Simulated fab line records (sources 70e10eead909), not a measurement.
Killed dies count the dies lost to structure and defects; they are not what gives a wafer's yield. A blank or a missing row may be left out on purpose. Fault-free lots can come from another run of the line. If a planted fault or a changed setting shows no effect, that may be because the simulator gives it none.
fab line records | flow nand-harc
[record] lots = 11 | wafers = 33 | last-day = 34
route steps=1302 shown A_STAIRCASE@884 A_SGD_CUT@904 END@1302
lots that met no fault: from a run of the same line without faults
start-h: start of the lot's first displayed wafer, in hours after the record's first day | wait-h: hours since the lot's step before | " identical to the entry in the row above | L1.1+2: one row covering several wafers at once | - no value, or no start was given | * or withheld: withheld | < > ~ a bound
route shown NAME@n: NAME is a module with steps in the file, n the number in the route of the first one | usual: the fault-free wafers' mean and standard deviation | same: alike in all rows | chamber/n: place in a boat | sites: per-site readings | _std_site: the values' standard deviation | _edge_site: inner sites' mean taken away from outer sites' mean | radius-mm: for every site, how far away it sits from the centre of the wafer | mask NAME#n: copy n | behind: the tool/chamber that last shaped the wafer | hold: reason for holding the lot/hours on hold/outcome of the hold | device: names the non-switching transistor (n, p or np) | end of line: the same wafers' tests at the end of the route | for a step that has no rows: nothing shown but its recipe | killed: dies that structure and defects cost at the first sort, which is not the same as the wafer's yield | map: a wafer's dies, marking killed ones x, the rest . and places with no die _
set.NAME: the setting that was run; set.NAME@STEP: the one run at that earlier step | model.NAME: the simulator's own value behind a step, which no gauge read
route steps across a sampled set of lots; one table per step, one row per wafer
services: when a tool's chamber went out of use (start-h, in hours from the record's first day, below 0 if earlier), for how many hours, and the reason
[[steps]]
[step NHARC_A_STAIRCASE_STRIP_475]
[recipe] time-s = 20 | o2-flow-sccm = 500 | ar-flow-sccm = 0 | bias-w = 0 | chemistry = O2
[usual] drypump-motor-current-A = 5.9/0.46 | mfc-ar-sccm = 0.004/0.0077 | oes-product-au = 1.000/0.0077 | rf-vpp-V = 57.8/0.95 | showerhead-plenum-p-Torr = 3.54/0.15 | throttle-valve-pct = 17.036/0.0089
lot.wafer | tool        | chamber | start-h | wait-h | drypump-motor-current-A | mfc-ar-sccm | oes-product-au | rf-hours-counter-h | rf-vpp-V | showerhead-plenum-p-Torr | throttle-valve-pct
L334.1    | rie-diel-04 | 3       | -       | -      | 5.7                     | 0           | 1.006          | 26                 | 57.5     | 3.33                     | 17.027
L334.3    | "           | 0       | "       | "      | 5.4                     | 0.010       | 1.012          | 24                 | 58.9     | 3.45                     | 17.025
L334.2    | "           | 2       | "       | "      | 6.0                     | 0.033       | 1.005          | 23                 | 57.6     | 3.35                     | 17.045
L335.3    | rie-diel-10 | 3       | 450.91  | 0.2    | 5.4                     | 0           | 1.003          | 6                  | 58.6     | 3.55                     | 17.034
L335.2    | "           | 1       | "       | "      | 5.9                     | 0.000       | 1.003          | 6                  | 57.6     | 3.73                     | 17.038
L335.6    | "           | 1       | "       | "      | 5.9                     | 0.000       | 1.003          | -                  | 57.6     | 3.73                     | 17.031
L337.3    | rie-diel-03 | 2       | -       | -      | 6.9                     | 0           | 1.002          | 0                  | 57.6     | 3.60                     | 17.035
L337.4    | "           | 3       | "       | "      | 6.1                     | 0.004       | 0.998          | 0                  | 58.7     | 3.62                     | 17.051
L337.5    | "           | 3       | "       | "      | 6.1                     | 0.004       | 0.999          | -                  | 60.0     | 3.62                     | 17.050
L343.4    | rie-diel-10 | 1       | -       | -      | 5.8                     | 0.000       | 0.983          | 37                 | 58.5     | 3.72                     | 17.026
L343.2    | "           | 2       | "       | "      | 6.4                     | 0.012       | 0.990          | 40                 | 58.2     | 3.37                     | 17.038
L343.1    | "           | 3       | "       | "      | 5.4                     | 0           | 0.994          | 40                 | 59.2     | 3.53                     | 17.037
L347.2    | rie-diel-04 | 1       | -       | -      | 6.3                     | 0.005       | 0.994          | 6                  | 56.6     | 3.49                     | 17.043
L347.1    | "           | 2       | "       | "      | 6.0                     | 0.033       | 1.000          | 6                  | 57.9     | 3.34                     | 17.044
L347.3    | "           | 3       | "       | "      | 5.7                     | 0           | 0.995          | 5                  | 57.2     | 3.30                     | 17.032
L348.2    | rie-diel-04 | 3       | -       | -      | 5.7                     | 0           | 0.990          | 13                 | 56.1     | 3.30                     | 17.041
L348.3    | "           | 2       | "       | "      | 6.0                     | 0.033       | 1.001          | 16                 | 58.5     | 3.33                     | 17.034
L348.5    | "           | 3       | "       | "      | 5.7                     | 0           | 0.993          | -                  | 57.3     | 3.30                     | 17.028
L352.2    | rie-diel-10 | 2       | -       | -      | 6.4                     | 0.012       | 0.998          | 4                  | 55.9     | 3.36                     | 17.021
L352.6    | "           | 0       | "       | "      | 5.9                     | 0           | 1.013          | -                  | 58.4     | 3.51                     | 17.028
L352.5    | "           | 1       | "       | "      | 5.8                     | 0.000       | 1.002          | -                  | 59.0     | 3.70                     | 17.049
L354.3    | rie-diel-10 | 0       | -       | -      | 5.9                     | 0           | 1.001          | 11                 | 58.9     | 3.51                     | 17.032
L354.4    | "           | 1       | "       | "      | 5.9                     | 0.000       | 1.002          | 11                 | 57.7     | 3.70                     | 17.035
L354.1    | "           | 2       | "       | "      | 6.4                     | 0.012       | 1.000          | 12                 | 56.8     | 3.35                     | 17.024
L355.2    | rie-diel-03 | 2       | -       | -      | 6.9                     | 0           | 1.004          | 53                 | 58.1     | 3.57                     | 17.037
L355.3    | "           | 3       | "       | "      | 6.1                     | 0.004       | 1.000          | 57                 | 59.4     | 3.59                     | 17.042
L355.6    | "           | 0       | "       | "      | 6.2                     | 0           | 0.993          | -                  | 58.6     | 3.74                     | 17.031
L356.4    | rie-diel-03 | 2       | -       | -      | 6.9                     | 0           | 1.001          | 5                  | 58.8     | 3.57                     | 17.031
L356.5    | "           | 2       | "       | "      | 6.9                     | 0           | 1.006          | -                  | 58.2     | 3.57                     | 17.028
L356.6    | "           | 3       | "       | "      | 6.1                     | 0.004       | 1.000          | -                  | 57.2     | 3.59                     | 17.031
L357.2    | rie-diel-10 | 0       | -       | -      | 5.9                     | 0           | 1.004          | 30                 | 57.0     | 3.50                     | 17.029
L357.4    | "           | 1       | "       | "      | 5.8                     | 0.000       | 1.010          | 30                 | 58.4     | 3.69                     | 17.034
L357.1    | "           | 2       | "       | "      | 6.3                     | 0.012       | 1.007          | 31                 | 58.6     | 3.34                     | 17.041
[step NHARC_A_SGD_CUT_DESCUM_14]
[recipe] time-s = 3 | o2-flow-sccm = 200 | ar-flow-sccm = 0 | bias-power-w = 0 | chemistry = O2
[usual] drypump-motor-current-A = 5.5/0.31 | mfc-ar-sccm = 0.011/0.012 | oes-product-au = 0.998/0.0082 | rf-vpp-V = 57.6/0.99 | showerhead-plenum-p-Torr = 1.87/0.091 | throttle-valve-pct = 11.311/0.0084
lot.wafer | tool        | chamber | start-h | wait-h | drypump-motor-current-A | mfc-ar-sccm | oes-product-au | rf-hours-counter-h | rf-vpp-V | showerhead-plenum-p-Torr | throttle-valve-pct
L334.3    | rie-diel-08 | 2       | 426.30  | 0.1    | 5.0                     | 0           | 1.000          | 5                  | 58.3     | 1.96                     | 11.316
L334.2    | "           | 3       | "       | "      | 5.6                     | 0.017       | 1.003          | 4                  | 57.0     | 2.02                     | 11.317
L334.1    | "           | 1       | "       | "      | 5.9                     | 0.016       | 1.011          | 5                  | 58.1     | 1.81                     | 11.309
L335.2    | rie-diel-05 | 0       | 452.60  | 0.1    | 5.0                     | 0           | 0.991          | 2                  | 59.2     | 2.04                     | 11.321
L335.3    | "           | 1       | "       | "      | 5.2                     | 0.013       | 0.989          | 2                  | 56.9     | 1.79                     | 11.315
L335.6    | "           | 0       | "       | "      | 5.0                     | 0           | 1.002          | -                  | 56.5     | 2.04                     | 11.317
L337.4    | rie-diel-08 | 3       | 471.95  | 0.1    | 5.6                     | 0.017       | 1.005          | 8                  | 58.1     | 2.02                     | 11.325
L337.3    | "           | 1       | "       | "      | 5.9                     | 0.016       | 1.020          | 8                  | 56.5     | 1.81                     | 11.304
L337.5    | "           | 3       | "       | "      | 5.6                     | 0.017       | 1.002          | -                  | 58.3     | 2.02                     | 11.323
L343.2    | rie-diel-08 | 1       | 541.65  | 0.1    | 5.9                     | 0.016       | 1.010          | 15                 | 57.9     | 1.81                     | 11.299
L343.4    | "           | 3       | "       | "      | 5.6                     | 0.017       | 0.999          | 15                 | 59.0     | 2.02                     | 11.303
L343.1    | "           | 0       | "       | "      | 5.4                     | 0           | 0.998          | 14                 | 56.9     | 1.79                     | 11.301
L347.3    | rie-diel-05 | 3       | 556.08  | 0.1    | 5.4                     | 0           | 1.004          | 6                  | 59.7     | 1.88                     | 11.323
L347.2    | "           | 0       | "       | "      | 5.0                     | 0           | 1.002          | 5                  | 59.3     | 2.04                     | 11.308
L347.1    | "           | 1       | "       | "      | 5.2                     | 0.013       | 1.008          | 6                  | 57.8     | 1.79                     | 11.314
L348.3    | rie-diel-09 | 2       | 593.57  | 0.1    | 5.5                     | 0.039       | 0.987          | 7                  | 56.8     | 1.78                     | 11.311
L348.2    | "           | 3       | "       | "      | 6.0                     | 0.018       | 0.997          | 6                  | 57.8     | 1.79                     | 11.305
L348.5    | "           | 3       | "       | "      | 6.0                     | 0.018       | 0.995          | -                  | 56.4     | 1.79                     | 11.310
L352.2    | rie-diel-05 | 1       | 616.51  | 0.1    | 5.2                     | 0.013       | 1.004          | 0                  | 55.7     | 1.79                     | 11.305
L352.5    | "           | 1       | "       | "      | 5.2                     | 0.013       | 1.001          | -                  | 55.9     | 1.79                     | 11.303
L352.6    | "           | 2       | "       | "      | 5.6                     | 0           | 0.992          | -                  | 58.8     | 1.93                     | 11.310
L354.4    | rie-diel-05 | 3       | 635.60  | 0.1    | 5.3                     | 0           | 0.988          | 1                  | 58.4     | 1.88                     | 11.316
L354.3    | "           | 1       | "       | "      | 5.1                     | 0.013       | 1.011          | 1                  | 56.1     | 1.79                     | 11.310
L354.1    | "           | 2       | "       | "      | 5.6                     | 0           | 0.988          | 1                  | 58.3     | 1.93                     | 11.308
L355.3    | rie-diel-08 | 2       | 637.01  | 0.1    | 5.0                     | 0           | 1.005          | 7                  | 57.4     | 1.95                     | 11.301
L355.2    | "           | 1       | "       | "      | 5.9                     | 0.016       | 1.012          | 7                  | 56.5     | 1.81                     | 11.311
L355.6    | "           | 3       | "       | "      | 5.6                     | 0.017       | 1.000          | -                  | 58.0     | 2.01                     | 11.309
L356.4    | rie-diel-05 | 0       | 668.04  | 0.1    | 4.9                     | 0           | 0.996          | 2                  | 60.6     | 2.04                     | 11.306
L356.6    | "           | 3       | "       | "      | 5.3                     | 0           | 0.995          | -                  | 58.1     | 1.88                     | 11.323
L356.5    | "           | 0       | "       | "      | 5.0                     | 0           | 0.997          | -                  | 59.9     | 2.04                     | 11.305
L357.1    | rie-diel-08 | 3       | 686.70  | 0.1    | 5.6                     | 0.017       | 0.996          | 8                  | 59.7     | 2.01                     | 11.315
L357.4    | "           | 0       | "       | "      | 5.4                     | 0           | 0.994          | 10                 | 56.5     | 1.79                     | 11.308
L357.2    | "           | 2       | "       | "      | 5.0                     | 0           | 1.005          | 10                 | 58.5     | 1.95                     | 11.314
[step NHARC_A_SGD_CUT_ETCH_16]
[recipe] target-depth-a = 3105 | time-s = 155.2 | c4f8-flow-sccm = withheld | o2-flow-sccm = 8 | ar-flow-sccm = withheld | rf-w = 600 | bias-w = 800 | chemistry = C4F8/O2/Ar
[usual] oes-product-au = 0.967/0.016 | rf-vpp-V = 721/4.7 | run-length-s = 176.7/0.42
lot.wafer | tool        | chamber | start-h | wait-h | oes-product-au | rf-hours-counter-h | rf-vpp-V | run-length-s
L334.3    | rie-diel-08 | 0       | 426.88  | -      | 0.944          | 4                  | 716      | 176.1
L334.1    | "           | 1       | "       | "      | 0.952          | 5                  | 718      | 176.8
L334.2    | "           | 2       | "       | "      | 0.958          | 5                  | 725      | 176.1
L335.2    | rie-diel-05 | 3       | 453.17  | -      | 0.986          | 2                  | 721      | 177.5
L335.3    | "           | 0       | "       | "      | 0.984          | 2                  | 732      | 175.6
L335.6    | "           | 3       | "       | "      | 0.988          | -                  | 722      | 177.1
L337.4    | rie-diel-08 | 1       | 472.54  | -      | 0.991          | 8                  | 719      | 176.8
L337.3    | "           | 2       | "       | "      | 0.978          | 9                  | 726      | 176.2
L337.5    | "           | 0       | "       | "      | 0.979          | -                  | 717      | 176.4
L343.1    | rie-diel-08 | 2       | 542.22  | -      | 0.970          | 15                 | 725      | 176.1
L343.4    | "           | 3       | "       | "      | 0.978          | 15                 | 729      | 161.4
L343.2    | "           | 1       | "       | "      | 0.966          | 15                 | 716      | 177.3
L347.3    | rie-diel-05 | 0       | 556.65  | -      | 0.957          | 6                  | 731      | 175.8
L347.1    | "           | 1       | "       | "      | 0.988          | 6                  | 716      | 176.7
L347.2    | "           | 2       | "       | "      | 0.993          | 7                  | 725      | 177.0
L348.2    | rie-diel-09 | 0       | 594.14  | -      | 0.981          | 7                  | 724      | 176.5
L348.3    | "           | 1       | "       | "      | 0.973          | 8                  | 719      | 177.3
L348.5    | "           | 1       | "       | "      | 0.986          | -                  | 719      | 177.0
L352.2    | rie-diel-05 | 2       | 617.58  | -      | 0.933          | 1                  | 725      | 177.2
L352.5    | "           | 2       | "       | "      | 0.945          | -                  | 724      | 177.0
L352.6    | "           | 3       | "       | "      | 0.945          | -                  | 721      | 176.9
L354.4    | rie-diel-05 | 3       | 636.17  | -      | 0.959          | 1                  | 721      | 177.0
L354.3    | "           | 0       | "       | "      | 0.957          | 1                  | 731      | 175.5
L354.1    | "           | 2       | "       | "      | 0.970          | 1                  | 723      | 176.7
L355.3    | rie-diel-08 | 1       | 637.58  | -      | 0.999          | 7                  | 717      | 176.8
L355.2    | "           | 2       | "       | "      | 0.972          | 7                  | 725      | 176.1
L355.6    | "           | 1       | "       | "      | 0.996          | -                  | 718      | 177.0
L356.4    | rie-diel-05 | 1       | 668.64  | -      | 0.938          | 2                  | 717      | 176.6
L356.5    | "           | 2       | "       | "      | 0.949          | -                  | 723      | 176.9
L356.6    | "           | 3       | "       | "      | 0.934          | -                  | 721      | 177.5
L357.4    | rie-diel-08 | 0       | 687.28  | -      | 0.970          | 10                 | 717      | 176.3
L357.2    | "           | 1       | "       | "      | 0.993          | 10                 | 720      | 176.8
L357.1    | "           | 2       | "       | "      | 0.987          | 10                 | 725      | 177.0
[step NHARC_A_SGD_CUT_ETCHBACK_24]
[recipe] target-depth-a = 500 | over-etch-frac = 0.3 | time-s = 92.857 | ion-energy-ev = 120 | ch3f-flow-sccm = 50 | o2-flow-sccm = 30 | ar-flow-sccm = 200 | rf-w = 500 | bias-w = 100 | chemistry = CH3F/O2
[usual] drypump-motor-current-A = 5.4/0.3 | mfc-ar-sccm = 200.1/0.66 | oes-product-au = 0.96/0.036 | rf-vpp-V = 243.9/1.8 | showerhead-plenum-p-Torr = 2.43/0.11 | throttle-valve-pct = 20.663/0.0096
lot.wafer | tool        | chamber | start-h | wait-h | drypump-motor-current-A | mfc-ar-sccm | oes-product-au | rf-hours-counter-h | rf-vpp-V | showerhead-plenum-p-Torr | throttle-valve-pct
L334.1    | rie-diel-09 | 1       | 432.18  | 0.1    | 5.5                     | 200.3       | 0.97           | 7                  | 243.4    | 2.35                     | 20.638
L334.2    | "           | 2       | "       | "      | 5.5                     | 200.0       | 0.97           | 7                  | 240.8    | 2.29                     | 20.650
L334.3    | "           | 0       | "       | "      | 5.7                     | 199.0       | 0.97           | 7                  | 244.8    | 2.45                     | 20.657
L335.2    | rie-diel-05 | 0       | 461.06  | 0.2    | 5.0                     | 200.1       | 0.92           | 2                  | 245.5    | 2.62                     | 20.666
L335.3    | "           | 1       | "       | "      | 5.1                     | 201.2       | 0.93           | 2                  | 241.7    | 2.31                     | 20.663
L335.6    | "           | 0       | "       | "      | 5.0                     | 201.0       | 0.93           | -                  | 247.1    | 2.62                     | 20.656
L337.3    | rie-diel-08 | 0       | 475.68  | 0.1    | 5.4                     | 200.6       | 0.92           | 8                  | 243.0    | 2.31                     | 20.646
L337.4    | "           | 2       | "       | "      | 5.0                     | 200.1       | 0.93           | 9                  | 245.5    | 2.52                     | 20.669
L337.5    | "           | 0       | "       | "      | 5.4                     | 201.0       | 0.92           | -                  | 241.9    | 2.31                     | 20.679
L343.1    | rie-diel-05 | 2       | 548.00  | 0.1    | 5.6                     | 199.9       | 1.01           | 6                  | 245.4    | 2.48                     | 20.659
L343.4    | "           | 3       | "       | "      | 5.4                     | 199.7       | 1.01           | 5                  | 245.5    | 2.41                     | 20.659
L343.2    | "           | 1       | "       | "      | 5.2                     | 200.2       | 0.99           | 6                  | 244.5    | 2.31                     | 20.665
L347.3    | rie-diel-09 | 2       | 562.32  | 0.1    | 5.5                     | 201.0       | 0.99           | 5                  | 242.0    | 2.29                     | 20.666
L347.1    | "           | 0       | "       | "      | 5.6                     | 200.2       | 0.99           | 4                  | 243.1    | 2.44                     | 20.656
L347.2    | "           | 1       | "       | "      | 5.5                     | 200.2       | 1.00           | 5                  | 242.4    | 2.34                     | 20.655
L348.2    | rie-diel-08 | 0       | 597.13  | 0.1    | 5.4                     | 200.3       | 1.01           | 4                  | 242.2    | 2.31                     | 20.668
L348.3    | "           | 3       | "       | "      | 5.6                     | 201.1       | 1.01           | 3                  | 245.6    | 2.58                     | 20.660
L348.5    | "           | 0       | "       | "      | 5.4                     | 200.1       | 1.01           | -                  | 242.1    | 2.31                     | 20.679
L352.2    | rie-diel-05 | 3       | 623.64  | 0.2    | 5.4                     | 198.8       | 0.94           | 1                  | 243.4    | 2.41                     | 20.662
L352.5    | "           | 2       | "       | "      | 5.6                     | 200.2       | 0.93           | -                  | 245.1    | 2.48                     | 20.663
L352.6    | "           | 3       | "       | "      | 5.4                     | 199.6       | 0.93           | -                  | 242.9    | 2.41                     | 20.656
L354.3    | rie-diel-08 | 3       | 641.83  | 0.1    | 5.6                     | 200.5       | 0.99           | 6                  | 246.6    | 2.58                     | 20.672
L354.1    | "           | 0       | "       | "      | 5.4                     | 201.2       | 0.99           | 8                  | 242.9    | 2.31                     | 20.659
L354.4    | "           | 1       | "       | "      | 5.9                     | 200.6       | 1.01           | 7                  | 241.6    | 2.33                     | 20.664
L355.3    | rie-diel-09 | 1       | 641.86  | 0.2    | 5.5                     | 199.3       | 1.00           | 9                  | 242.3    | 2.34                     | 20.670
L355.2    | "           | 2       | "       | "      | 5.5                     | 200.4       | 0.99           | 9                  | 241.2    | 2.29                     | 20.672
L355.6    | "           | 0       | "       | "      | 5.6                     | 199.7       | 0.99           | -                  | 244.0    | 2.44                     | 20.655
L356.4    | rie-diel-05 | 3       | 674.42  | 0.2    | 5.4                     | 199.7       | 0.92           | 2                  | 243.1    | 2.41                     | 20.648
L356.6    | "           | 2       | "       | "      | 5.6                     | 199.3       | 0.92           | -                  | 243.7    | 2.48                     | 20.661
L356.5    | "           | 3       | "       | "      | 5.4                     | 200.5       | 0.92           | -                  | 242.9    | 2.41                     | 20.675
L357.1    | rie-diel-05 | 2       | 692.86  | 0.1    | 5.6                     | 200.6       | 0.95           | 3                  | 242.6    | 2.48                     | 20.653
L357.4    | "           | 3       | "       | "      | 5.4                     | 200.1       | 0.95           | 3                  | 244.2    | 2.41                     | 20.660
L357.2    | "           | 1       | "       | "      | 5.2                     | 199.3       | 0.96           | 3                  | 241.5    | 2.31                     | 20.666
[step NHARC_END_SORT_01]
[recipe] temp-c = 25
[usual] killed-at-array = 63/18 | killed-at-other = 1.1/1.3 | killed-at-periphery = 4.3/2.8 | killed-dies = 68/18 | killed-open = 3.3/2 | killed-short = 2.4/1.6
[same] gross-dies = 677
lot.wafer | tool      | chamber | start-h | wait-h | killed-at-array | killed-at-other | killed-at-periphery | killed-dies | killed-open | killed-short
L343.1    | prober-01 | 0       | 728.97  | 2.5    | 20              | 1               | 6                   | 27          | 2           | 5
L343.2    | prober-01 | 0       | 729.76  | 2.8    | 17              | 0               | 7                   | 24          | 5           | 2
L343.4    | prober-01 | 0       | 731.35  | 3.4    | 651             | 1               | 7                   | 659         | 2           | 4
// killed by level:class
L343.1 A_CHANNEL_HOLE_D1:chamber-film-flake=6 P_BONDPAD:chamber-film-flake=4 A_STAIRCASE:chamber-film-flake=4 A_WL_FILL:geometric-particle:short=3 P_STI:geometric-particle:short=1 P_M0:geometric-particle:open=1 A_ONON_D1:geometric-particle:short=1 A_WL_FILL:geometric-particle:open=1
L343.2 A_CHANNEL_HOLE_D1:chamber-film-flake=3 A_CHANNEL_HOLE_D2:unspecified=3 A_ONON_D1:geometric-particle:open=2 P_ZERO_WELL:chamber-film-flake=2 A_STAIRCASE:chamber-film-flake=2 P_STI:geometric-particle:open=1 P_M0:geometric-particle:open=1 A_CHANNEL_FILL_D1:geometric-particle:short=1
L343.4 A_SGD_CUT:area-etch=629 A_CHANNEL_HOLE_D1:chamber-film-flake=6 P_BONDPAD:chamber-film-flake=5 A_STAIRCASE:chamber-film-flake=5 A_SLIT:chamber-film-flake=3 P_M0:geometric-particle:short=2 A_CHANNEL_HOLE_D2:unspecified=2 A_ONON_D1:geometric-particle:short=1
[[services]]
tool        | chamber | start-h | hours | kind
rie-diel-09 | 1       | 402.61  | 9.5   | repair
rie-diel-05 | -       | 406.60  | 9.0   | pm
rie-diel-09 | 2       | 415.15  | 5.6   | repair
rie-diel-10 | -       | 421.20  | 9.0   | pm
rie-diel-04 | 3       | 426.47  | 1.7   | repair
rie-diel-09 | 3       | 427.78  | 7.3   | repair
rie-diel-04 | 2       | 445.86  | 34.0  | repair
rie-diel-03 | -       | 460.74  | 9.0   | pm
rie-diel-05 | 3       | 462.90  | 9.0   | repair
rie-diel-03 | 0       | 475.38  | 9.6   | repair
rie-diel-09 | 1       | 476.72  | 6.7   | repair
rie-diel-09 | -       | 497.10  | 9.0   | pm
rie-diel-09 | 3       | 531.66  | 6.0   | repair
rie-diel-08 | -       | 544.84  | 9.0   | pm
rie-diel-05 | 0       | 548.86  | 4.9   | repair
rie-diel-05 | -       | 583.60  | 9.0   | pm
rie-diel-10 | -       | 598.20  | 9.0   | pm
rie-diel-08 | 1       | 618.06  | 9.1   | repair
rie-diel-05 | 2       | 624.96  | 3.0   | repair
rie-diel-10 | 3       | 627.91  | 2.3   | repair
rie-diel-09 | 2       | 652.67  | 8.9   | repair
rie-diel-05 | 2       | 653.80  | 4.3   | repair
rie-diel-09 | 1       | 656.75  | 8.1   | repair
rie-diel-09 | -       | 674.13  | 9.0   | pm
[[key]]
[first-sign] step = NHARC_A_SGD_CUT_ETCH_16 | reading = run-length-s | direction = down | sigmas = 36 | usual = * | struck = *
[effect] step = NHARC_END_SORT_01 | reading = killed-at-array | direction = up | sigmas = 33 | usual = 63 | struck = 651
[more-kills-born-at] NHARC_A_SGD_CUT_ETCH_16@rie-diel-08 = 629
met-at NHARC_A_SGD_CUT_ETCH_16
struck-lots L343
struck-wafers L343.4
later-rows-left-out L343.4
tester-left-out L343
not-acting-at NHARC_A_STAIRCASE_STRIP_475,NHARC_A_SGD_CUT_DESCUM_14,NHARC_A_SGD_CUT_ETCHBACK_24
[fault] kind = process-parameter-drift | tool = rie-diel-08 | chamber = 3 | onset-h = 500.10 | steps = NHARC_A_SGD_CUT_ETCH_16 | channel = time-s | offset = * | shape = step | end-h = 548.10 | acts-in = * | stated = *
// tester-left-out: of these lots the tester's yield and bins aren't shown, on N5 and GAA mostly nor the transistor test; their killed dies are dies lost to structure and defects alone, not to doping, threshold or leakage, so they don't give the yield
// later-rows-left-out: the simulator's readings of these wafers behind a module that went badly wrong aren't trusted and aren't shown, but for the sort
